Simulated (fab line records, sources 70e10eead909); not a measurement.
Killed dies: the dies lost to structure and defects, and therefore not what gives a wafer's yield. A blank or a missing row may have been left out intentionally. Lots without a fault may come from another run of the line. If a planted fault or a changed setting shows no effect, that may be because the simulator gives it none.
fab line records	flow nandHarc
record: lots: 12	wafers: 36	lastDay: 33
route steps=1302 shown P_ZERO_WELL@41 P_STI@83 END@1302
lots with no fault: from the same line, run without faults
startH: hours from the record's opening day to when the first of the lot's shown wafers began	waitH: how many hours have passed since the lot's step before this one	" unchanged from the row above	L1.1+2: one row covering several wafers at once	- no value present, or no start provided	* or withheld: withheld	< > ~ a bound
route shown NAME@n: a module of which the file shows steps, and the number in the route of the first	usual: mean/standard deviation taken from wafers without a fault	same: alike in all rows	chamber/n: place in a boat	sites: each site's reading	_std_site: how widely they spread, as a standard deviation	_edge_site: the outer-site mean with the inner-site mean subtracted	radiusMm: for every site, how far away it sits from the centre of the wafer	mask NAME#n: copy n	behind: the last tool/chamber to shape the wafer	hold: cause of the lot's hold/its duration in hours/its outcome	device: transistor that didn't switch, given as n, p or np	end of line: the tests these same wafers got at the end of their route	a step given without rows: its recipe and nothing more	killed: dies that structure and defects cost at the first sort, which is not the same as the wafer's yield	map: the dies of a wafer, with x for killed, . for not killed, _ for no die there
set.NAME: the setting the step ran with; set.NAME@STEP: the setting that earlier step ran with	model.NAME: the simulator's own value behind a step, which no gauge read
steps of the route over a sample of lots; a table a step, a row a wafer
services: when a tool's chamber went out of use (startH, in hours from the record's first day, below 0 if earlier), for how many hours, and the reason
== steps ==
step: NHARC_P_ZERO_WELL_EXPOSE_34
recipe: na: 0.6	targetCdNm: 720	doseMj: 22.31	maskId: P_PWELL
lot.wafer	tool	chamber	startH	waitH	mask
L734.1+4+6	krfScanner-04	0	44.00	-	P_PWELL#0
L735.1+3+6	krfScanner-02	0	54.13	-	P_PWELL#0
L736.3+4+5	krfScanner-03	0	64.07	-	P_PWELL#0
L738.1+2+3	krfScanner-04	0	84.07	-	P_PWELL#0
L739.2+3+6	krfScanner-03	0	93.94	-	P_PWELL#0
L741.1+2+3	krfScanner-04	0	113.96	-	P_PWELL#0
L742.1+2+5	krfScanner-04	0	124.68	-	P_HVPW#0
L745.2+4+5	krfScanner-02	0	154.63	-	P_PWELL#0
L752.2+3+6	krfScanner-02	0	225.62	-	P_PWELL#0
L753.1+2+4	krfScanner-03	0	234.10	-	P_PWELL#0
L754.1+2+6	krfScanner-02	0	243.95	-	P_PWELL#0
L755.1+2+5	krfScanner-03	0	254.01	-	P_PWELL#0
step: NHARC_P_ZERO_WELL_CD_MEAS_37
recipe: targetCdNm: 720	landingEnergyEv: 500
usual: cdNm: 720.7/1.7
lot.wafer	tool	chamber	startH	waitH	cdNm
L734.1	cdSem-02	0	44.15	-	719.8
L734.4	"	0	"	"	719.2
L734.6	"	0	"	"	719.5
L735.1	cdSem-01	0	54.29	-	720.4
L735.3	"	0	"	"	720.1
L735.6	"	0	"	"	722.0
L736.3	cdSem-01	0	64.22	-	719.8
L736.4	"	0	"	"	720.3
L736.5	"	0	"	"	721.9
L738.1	cdSem-01	0	84.22	-	719.9
L738.2	"	0	"	"	719.9
L738.3	"	0	"	"	720.1
L739.2	cdSem-01	0	94.09	-	720.5
L739.3	"	0	"	"	721.2
L739.6	"	0	"	"	719.5
L741.1	cdSem-02	0	114.11	-	720.5
L741.2	"	0	"	"	720.6
L741.3	"	0	"	"	720.8
L742.1	cdSem-03	0	124.84	-	-
L742.2	"	0	"	"	-
L742.5	"	0	"	"	-
L745.2	cdSem-01	0	154.78	-	721.6
L745.4	"	0	"	"	723.2
L745.5	"	0	"	"	720.7
L752.2	cdSem-01	0	225.77	-	719.1
L752.3	"	0	"	"	721.6
L752.6	"	0	"	"	721.4
L753.1	cdSem-01	0	234.25	-	720.6
L753.2	"	0	"	"	721.1
L753.4	"	0	"	"	723.0
L754.1	cdSem-03	0	244.11	-	723.1
L754.2	"	0	"	"	720.5
L754.6	"	0	"	"	720.7
L755.1	cdSem-02	0	254.16	-	716.3
L755.2	"	0	"	"	719.1
L755.5	"	0	"	"	720.0
step: NHARC_P_ZERO_WELL_DESCUM_39
recipe: timeS: 3	o2FlowSccm: 200	arFlowSccm: 0	biasPowerW: 0	chemistry: O2
usual: drypumpMotorCurrentA: 5.5/0.4	oesProductAu: 1.004/0.0089	rfVppV: 57.7/0.98	showerheadPlenumPTorr: 1.89/0.062	throttleValvePct: 11.311/0.0097
lot.wafer	tool	chamber	startH	waitH	drypumpMotorCurrentA	oesProductAu	rfHoursCounterH	rfVppV	showerheadPlenumPTorr	throttleValvePct
L734.1	rieDiel-10	3	44.31	-	5.5	1.008	48	55.8	1.84	11.307
L734.4	"	1	"	"	5.7	1.000	40	58.6	1.95	11.327
L734.6	"	0	"	"	5.7	1.002	-	58.5	1.87	11.321
L735.1	rieDiel-02	3	54.45	-	4.7	1.016	1	57.5	1.97	11.317
L735.3	"	1	"	"	6.4	1.001	1	58.3	1.81	11.311
L735.6	"	3	"	"	4.8	1.027	-	58.6	1.97	11.314
L736.3	rieDiel-10	1	64.39	-	5.7	0.995	46	58.5	1.95	11.318
L736.4	"	3	"	"	5.5	0.998	53	57.3	1.84	11.316
L736.5	"	0	"	"	5.7	1.004	-	56.3	1.86	11.317
L738.2	rieDiel-10	2	84.39	-	5.2	1.001	3	58.3	1.90	11.317
L738.3	"	0	"	"	5.7	1.006	4	58.1	1.86	11.316
L738.1	"	1	"	"	5.7	0.990	3	56.6	1.95	11.307
L739.2	rieDiel-02	2	94.27	-	5.4	0.997	12	59.0	1.95	11.301
L739.3	"	3	"	"	4.8	1.008	12	59.1	1.96	11.316
L739.6	"	1	"	"	6.4	0.996	-	56.9	1.80	11.297
L741.1	rieDiel-10	1	114.29	-	5.7	1.005	12	58.3	1.95	11.327
L741.2	"	2	"	"	5.2	1.007	11	55.9	1.89	11.315
L741.3	"	3	"	"	5.6	1.002	9	56.6	1.84	11.311
L742.2	rieDiel-13	0	125.01	-	6.0	1.008	44	57.4	1.87	11.308
L742.1	"	1	"	"	5.9	1.010	43	58.1	1.98	11.322
L742.5	"	0	"	"	6.1	1.005	-	57.3	1.87	11.312
L745.2	rieDiel-02	3	154.95	-	4.7	1.007	33	57.6	1.96	11.304
L745.4	"	1	"	"	6.4	0.993	33	57.4	1.80	11.309
L745.5	"	2	"	"	5.4	0.996	-	57.6	1.94	11.306
L752.3	rieDiel-02	0	225.96	-	5.2	1.003	0	58.1	1.99	11.294
L752.2	"	1	"	"	6.4	0.991	0	57.1	1.79	11.314
L752.6	"	3	"	"	4.7	1.018	-	58.0	1.95	11.280
L753.2	rieDiel-02	1	234.42	-	6.4	0.984	5	57.3	1.79	11.315
L753.1	"	2	"	"	5.4	1.019	3	58.4	1.93	11.319
L753.4	"	3	"	"	4.7	1.010	3	56.9	1.95	11.298
L754.1	rieDiel-13	3	244.27	-	5.4	1.010	26	58.1	1.79	11.298
L754.2	"	1	"	"	5.9	1.018	23	57.7	1.97	11.316
L754.6	"	0	"	"	6.1	1.003	-	59.1	1.86	11.312
L755.2	rieDiel-10	2	254.34	-	5.2	0.996	1	56.0	1.88	11.306
L755.1	"	0	"	"	5.7	0.995	1	57.4	1.85	11.317
L755.5	"	2	"	"	5.2	0.998	-	58.9	1.88	11.306
step: NHARC_P_STI_CD_MEAS_09
recipe: targetCdNm: 200	landingEnergyEv: 500
usual: cdNm: 201.3/2.2
lot.wafer	tool	chamber	startH	waitH	cdNm
L734.1	cdSem-02	0	64.76	-	198.0
L734.4	"	0	"	"	198.1
L734.6	"	0	"	"	201.2
L735.1	cdSem-01	0	72.90	-	198.5
L735.3	"	0	"	"	201.7
L735.6	"	0	"	"	202.4
L736.3	cdSem-03	0	82.73	-	197.7
L736.4	"	0	"	"	195.8
L736.5	"	0	"	"	199.1
L738.1	cdSem-01	0	104.37	-	200.6
L738.2	"	0	"	"	203.9
L738.3	"	0	"	"	202.3
L739.2	cdSem-03	0	112.04	-	203.5
L739.3	"	0	"	"	201.2
L739.6	"	0	"	"	200.2
L741.1	cdSem-02	0	135.05	-	201.0
L741.2	"	0	"	"	202.7
L741.3	"	0	"	"	202.7
L745.2	cdSem-03	0	173.11	-	204.0
L745.4	"	0	"	"	204.8
L745.5	"	0	"	"	206.9
L752.2	cdSem-03	0	244.35	-	203.1
L752.3	"	0	"	"	203.7
L752.6	"	0	"	"	199.0
L753.1	cdSem-01	0	252.87	-	198.2
L753.2	"	0	"	"	200.4
L753.4	"	0	"	"	196.1
L754.1	cdSem-03	0	264.33	-	200.8
L754.2	"	0	"	"	200.0
L754.6	"	0	"	"	198.8
L755.1	cdSem-02	0	274.23	-	201.2
L755.2	"	0	"	"	201.3
L755.5	"	0	"	"	200.7
step: NHARC_P_STI_ETCH_42
recipe: targetDepthA: 800	overetchA: 240	timeS: 61	ionEnergyEv: 200	n2FlowSccm: 150	h2FlowSccm: 150	arFlowSccm: 0	rfW: 400	biasW: 150	chemistry: N2/H2
usual: drypumpMotorCurrentA: 5.6/0.43	oesProductAu: 0.999/0.0079	rfVppV: 430.3/2.6	showerheadPlenumPTorr: 2.03/0.088	throttleValvePct: 14.171/0.0097
lot.wafer	tool	chamber	startH	waitH	drypumpMotorCurrentA	oesProductAu	rfHoursCounterH	rfVppV	showerheadPlenumPTorr	throttleValvePct
L734.4	rieDiel-05	2	65.11	0.1	5.0	0.993	0	429.5	2.01	14.163
L734.1	"	3	"	"	5.4	0.999	0	433.2	2.14	14.158
L734.6	"	0	"	"	5.9	0.999	-	431.2	2.03	14.168
L735.1	rieDiel-07	2	73.25	0.1	6.3	1.005	10	430.2	2.05	14.192
L735.3	"	0	"	"	5.5	1.019	11	426.4	1.94	14.168
L735.6	"	1	"	"	6.1	0.991	-	434.5	2.17	14.191
L736.4	rieDiel-01	2	83.07	0.1	6.2	0.996	2	431.5	2.10	14.167
L736.3	"	3	"	"	5.3	0.985	2	425.4	1.90	14.166
L736.5	"	3	"	"	5.3	0.995	-	426.7	1.90	14.176
L738.1	rieDiel-01	2	104.71	0.1	6.2	1.004	4	434.0	2.10	14.171
L738.2	"	3	"	"	5.3	1.009	4	426.8	1.89	14.162
L738.3	"	1	"	"	5.7	1.010	3	430.9	2.05	14.171
L739.2	rieDiel-01	1	112.40	0.1	5.6	1.004	3	430.8	2.05	14.179
L739.3	"	2	"	"	6.2	0.999	4	433.5	2.10	14.178
L739.6	"	3	"	"	5.3	1.003	-	425.6	1.89	14.158
L741.2	rieDiel-05	0	135.40	0.1	5.9	1.002	5	430.9	2.03	14.183
L741.1	"	1	"	"	5.3	0.998	5	428.2	1.90	14.170
L741.3	"	2	"	"	5.0	0.991	4	429.4	2.01	14.163
L745.4	rieDiel-01	2	173.46	0.1	6.2	0.996	6	432.8	2.10	14.177
L745.2	"	3	"	"	5.3	1.002	7	426.9	1.89	14.168
L745.5	"	1	"	"	5.6	1.002	-	432.1	2.05	14.158
L752.2	rieDiel-01	3	244.69	0.1	5.3	0.978	2	425.1	1.89	14.179
L752.3	"	1	"	"	5.6	0.992	2	429.8	2.05	14.178
L752.6	"	3	"	"	5.3	0.980	-	426.6	1.89	14.193
L753.2	rieDiel-05	3	253.22	0.1	5.4	1.006	0	434.5	2.14	14.173
L753.1	"	0	"	"	5.9	0.989	0	429.0	2.02	14.166
L753.4	"	1	"	"	5.3	0.983	1	425.8	1.90	14.193
L754.1	rieDiel-01	3	264.68	0.1	5.3	0.998	2	426.7	1.89	14.157
L754.2	"	0	"	"	5.0	1.008	3	432.5	2.11	14.183
L754.6	"	0	"	"	5.0	1.012	-	432.4	2.11	14.178
L755.1	rieDiel-07	0	274.58	0.1	5.5	0.988	11	427.9	1.93	14.161
L755.2	"	2	"	"	6.3	0.990	12	429.7	2.05	14.172
L755.5	"	0	"	"	5.6	0.993	-	427.9	1.93	14.157
step: NHARC_END_SORT_01
recipe: tempC: 25
usual: killedAtArray: 46/16	killedAtOther: 0.9/1.3	killedAtPeriphery: 4.1/3	killedDies: 51/17	killedOpen: 3.5/1.8	killedShort: 2.5/1.8
same: grossDies: 677
lot.wafer	tool	chamber	startH	waitH	killedAtArray	killedAtOther	killedAtPeriphery	killedDies	killedOpen	killedShort
L742.1	prober-01	0	668.11	2.5	47	2	628	677	0	2
L742.2	prober-01	0	668.92	2.8	59	3	615	677	3	2
L742.5	prober-01	0	671.34	3.7	51	1	625	677	4	1
L745.2	prober-02	0	679.72	2.8	27	0	4	31	5	0
L745.4	prober-02	0	681.33	3.4	23	1	3	27	4	4
L745.5	prober-02	0	682.13	3.7	22	0	3	25	5	4
killed by level:class
L742.1 P_ZERO_WELL:areaExpose=626 A_SLIT:chamberFilmFlake=23 A_CHANNEL_HOLE_D1:chamberFilmFlake=18 P_ZERO_WELL:chamberFilmFlake=2 THIN_TSV:chamberFilmFlake=2 A_CHANNEL_FILL_D1:geometricParticle:short=1 A_ONON_D2:geometricParticle:short=1 A_ZERO_WELL:chamberFilmFlake=1
L742.2 P_ZERO_WELL:areaExpose=614 A_SLIT:chamberFilmFlake=30 A_CHANNEL_HOLE_D1:chamberFilmFlake=21 THIN_TSV:chamberFilmFlake=3 A_CHANNEL_HOLE_D2:chamberFilmFlake=2 P_STI:geometricParticle:short=1 A_ONON_D1:geometricParticle:open=1 A_CHANNEL_HOLE_D1:geometricParticle:open=1
L742.5 P_ZERO_WELL:areaExpose=624 A_SLIT:chamberFilmFlake=24 A_CHANNEL_HOLE_D1:chamberFilmFlake=17 A_STAIRCASE:chamberFilmFlake=4 P_GATE:geometricParticle:open=1 A_CHANNEL_FILL_D1:geometricParticle:short=1 A_CHANNEL_FILL_D2:geometricParticle:open=1 A_WL_FILL:geometricParticle:open=1
L745.2 A_CHANNEL_HOLE_D1:chamberFilmFlake=15 A_CONTACT:chamberFilmFlake=3 P_ZERO_WELL:chamberFilmFlake=2 A_SLIT:chamberFilmFlake=2 A_ONON_D1:geometricParticle:open=1 A_DECK1_JOINT:geometricParticle:open=1 A_ONON_D2:geometricParticle:open=1 A_SGD_CUT:geometricParticle:open=1
L745.4 A_CHANNEL_HOLE_D1:chamberFilmFlake=8 A_STAIRCASE:chamberFilmFlake=4 P_M1:chamberFilmFlake=2 A_CONTACT:chamberFilmFlake=2 A_ONON_D1:geometricParticle:open=1 A_ONON_D1:geometricParticle:short=1 A_CHANNEL_HOLE_D1:geometricParticle:open=1 A_CHANNEL_FILL_D1:geometricParticle:short=1
L745.5 A_CHANNEL_HOLE_D1:chamberFilmFlake=7 A_CONTACT:chamberFilmFlake=4 P_M0:geometricParticle:open=2 A_CHANNEL_FILL_D2:geometricParticle:short=2 A_STAIRCASE:chamberFilmFlake=2 A_SLIT:chamberFilmFlake=2 P_GATE:geometricParticle:open=1 A_DECK1_JOINT:geometricParticle:short=1
== services ==
tool	chamber	startH	hours	kind
krfScanner-03	-	23.20	0.8	repair
rieDiel-01	-	26.80	9.0	pm
krfScanner-02	-	28.23	3.1	repair
rieDiel-02	-	39.76	9.0	pm
krfScanner-03	-	45.74	1.1	repair
krfScanner-03	-	52.00	4.0	pm
rieDiel-10	-	66.00	9.0	pm
rieDiel-01	-	68.83	1.6	repair
krfScanner-02	-	94.00	4.0	pm
krfScanner-03	-	123.97	1.0	repair
krfScanner-02	-	128.86	8.2	repair
krfScanner-04	-	137.31	0.2	repair
rieDiel-01	1	149.53	3.6	repair
rieDiel-01	2	150.31	16.7	repair
krfScanner-04	-	182.00	4.0	pm
rieDiel-10	1	191.63	15.1	repair
krfScanner-02	-	201.51	0.5	repair
rieDiel-01	-	203.80	9.0	pm
rieDiel-02	-	216.76	9.0	pm
krfScanner-03	-	227.98	2.0	repair
rieDiel-10	-	243.03	9.0	pm
rieDiel-01	0	247.16	2.2	repair
rieDiel-10	3	269.87	10.4	repair
rieDiel-01	2	274.21	32.6	repair
== key ==
firstSign: step: NHARC_P_ZERO_WELL_EXPOSE_34	reading: mask	direction: changed
effect: step: NHARC_P_ZERO_WELL_CD_MEAS_37	reading: cdNm	direction: missing
effect: step: NHARC_END_SORT_01	reading: killedAtPeriphery	direction: up	sigmas: 99+	usual: 4.1	struck: 622.7
moreKillsBornAt: NHARC_P_ZERO_WELL_EXPOSE_34@krfScanner-04: 1864
metAt NHARC_P_ZERO_WELL_EXPOSE_34
struckLots L742
laterRowsLeftOut L742.1,L742.2,L742.5
testerLeftOut L742
notActingAt NHARC_P_ZERO_WELL_DESCUM_39,NHARC_P_STI_CD_MEAS_09,NHARC_P_STI_ETCH_42
onsetBetween 113.96 124.68
fault: kind: wrongMask	tool: any	chamber: -	onsetH: 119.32	steps: NHARC_P_ZERO_WELL_EXPOSE_34	auxCopy: P_HVPW#0	scope: struckLotsOnly
testerLeftOut: of these lots the tester's yield and bins aren't shown, on N5 and GAA mostly nor the transistor test; their killed dies are dies lost to structure and defects alone, not to doping, threshold or leakage, so they don't give the yield
laterRowsLeftOut: the simulator's readings of these wafers behind a module that went badly wrong aren't trusted and aren't shown, but for the sort
